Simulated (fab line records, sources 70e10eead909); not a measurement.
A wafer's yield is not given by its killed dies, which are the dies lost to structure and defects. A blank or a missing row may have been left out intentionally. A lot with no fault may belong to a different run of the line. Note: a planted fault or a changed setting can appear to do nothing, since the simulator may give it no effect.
A single fault, viewed from 3 desks	flow nand harc	every desk sees just its own numbers, and what lay behind them comes last

## FROM THE METROLOGY DESK
What the gauges read for every lot (on any tool): the sampled wafers with a number, averaged. A lot is out of limits, marked OUT, if its mean lies more than 4 standard deviations from the usual mean; the brackets give that distance.
Columns: A = cd nm at NHARC_A_M0_CD_MEAS_09, usual 79.8 nm
lot	first seen here	A
L190	day 17 09:11	80.3
L193	day 17 19:06	80.4
L195	day 17 21:41	80.0
L194	day 18 00:56	79.5
L192	day 18 02:34	79.5
L198	day 19 10:59	79.3
L197	day 19 14:05	80.3
L199	day 20 00:07	79.8
L201	day 20 10:34	80.1
L205	day 21 12:35	79.6
L206	day 21 19:16	79.3
L204	day 21 19:43	68.1 (-24) OUT
L209	day 22 05:27	68.1 (-24) OUT
L213	day 22 22:13	79.8
This desk finds L204, L209 out of limits, L204 being first, at day 21 19:43 (cd nm at NHARC_A_M0_CD_MEAS_09). L190, L193, L195, L194, L192, L198, L197, L199, L201, L205, L206, L213 stayed within limits.

## THE DEFECT DESK
Inspection counts along the route, by lot: the mean over sampled wafers that carry a number. A lot is out of limits, marked OUT, if its mean lies more than 4 standard deviations from the usual mean; the brackets give that distance.
Columns: A = raw defect count at NHARC_A_BLC_INSPECT_12, usual 32
lot	first seen here	A
L190	day 17 05:17	17
L193	day 17 12:22	12
L195	day 17 14:15	10
L194	day 17 15:31	37
L192	day 17 19:38	41
L198	day 19 07:05	45
L197	day 19 10:05	39
L199	day 19 15:14	38
L201	day 20 06:28	51
L205	day 21 05:23	36
L206	day 21 13:32	34
L204	day 21 14:50	33
L209	day 22 00:26	11
L213	day 22 17:05	20
Finding of this desk: none of the 14 lots has anything out of limits.

## DESK OF THE TOOL OWNER: litho track-06
The tool's own readings at NHARC_A_M0_PEB_07 (peb time 65 s): means of the sampled wafers that have a number, for each lot that ran on this tool. A lot is out of limits, marked OUT, if its mean lies more than 4 standard deviations from the usual mean; the brackets give that distance.
Columns: A = heater power total W at NHARC_A_M0_PEB_07, usual 156.6 W; B = plate temp C at NHARC_A_M0_PEB_07, usual 99.99 C
lot	first seen here	A	B
L198	day 19 10:55	156.4	100.06
L199	day 20 00:02	156.6	100.02
L201	day 20 10:29	156.6	99.95
L205	day 21 12:29	156.6	100.05
L204	day 21 19:38	150.3 (-15) OUT	97.08 (-24) OUT
L209	day 22 05:22	150.5 (-15) OUT	97.13 (-24) OUT
This desk finds L204, L209 out of limits, L204 being first, at day 21 19:38 (heater power total W at NHARC_A_M0_PEB_07). L198, L199, L201, L205 stayed within limits.

## BROUGHT TOGETHER
On L204, L209, at day 21 19:38, an alarm was possible from the tool owner's desk.
An alarm was possible from the metrology desk at day 21 19:43, on L204, L209.
No out-of-limits result turned up at the defect desk.
The defect desk has L204, L209 on record, within its limits.
NHARC_A_M0_PEB_07 was run on litho track-06 by each of the lots named.

## WHAT THE SIMULATOR PUT IN
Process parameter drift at NHARC_A_M0_PEB_07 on litho track-06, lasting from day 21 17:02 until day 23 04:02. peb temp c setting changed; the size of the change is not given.
Struck lots among those shown: L204, L209.
Fault start to first reading out of limits, in hours, per desk: tool owner, 3; metrology, 3.
